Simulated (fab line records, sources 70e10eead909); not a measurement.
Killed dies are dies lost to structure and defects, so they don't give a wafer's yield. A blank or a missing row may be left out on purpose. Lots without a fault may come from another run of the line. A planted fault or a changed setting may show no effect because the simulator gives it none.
Chamber matching | flow nand_harc | NHARC_P_BONDPAD_CMP_19 on cmp-02: 4 sister chambers
The step polishes, t overpolish 30 s, cu recess touch 16 s, target thk 160.81 nm. 4 wafers are shown with their chamber, then 7 later ones without.

WAFERS WITH THEIR CHAMBER
wafer  | chamber | motor_current_A (A)
L213.3 | 3       | 12.6
L214.5 | 1       | 11.4
L220.1 | 2       | 12.5
L220.4 | 0       | 12.7

WAFERS WITHOUT THEIR CHAMBER
wafer  | motor_current_A (A)
L220.5 | 11.9
L223.2 | 12.7
L223.3 | 12.1
L223.4 | 13.2
L230.1 | 11.0
L230.4 | 12.4
L230.6 | 10.4

WHICH CHAMBER EACH WENT THROUGH
wafer  | from the rows above               | in truth
L220.5 | can't be placed: 1 or 2 or 3 or 0 | 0
L223.2 | can't be placed: 0 or 3 or 2      | 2
L223.3 | can't be placed: 2 or 3 or 0 or 1 | 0
L223.4 | can't be placed: 0 or 3 or 2      | 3
L230.1 | 1                                 | 1
L230.4 | can't be placed: 2 or 3 or 0 or 1 | 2
L230.6 | 1                                 | 1
Placed correctly: 2 of 7. Can't be placed from these rows: 5 (the true chamber is among the candidates in 5). Placed wrongly: 0.
How it was worked out, from the rows above alone: a wafer's distance from a chamber is the root of the sum, over the readings, of the square of ((its reading less the chamber's mean) divided by the reading's scatter). The wafer belongs to the nearest chamber; if the next one is less than 2 further off, it can't be placed. A chamber's mean is the mean of its shown wafers. The scatter: with one shown wafer a chamber, the root of the mean of the squares of how far each hidden wafer lies from its nearest shown one.
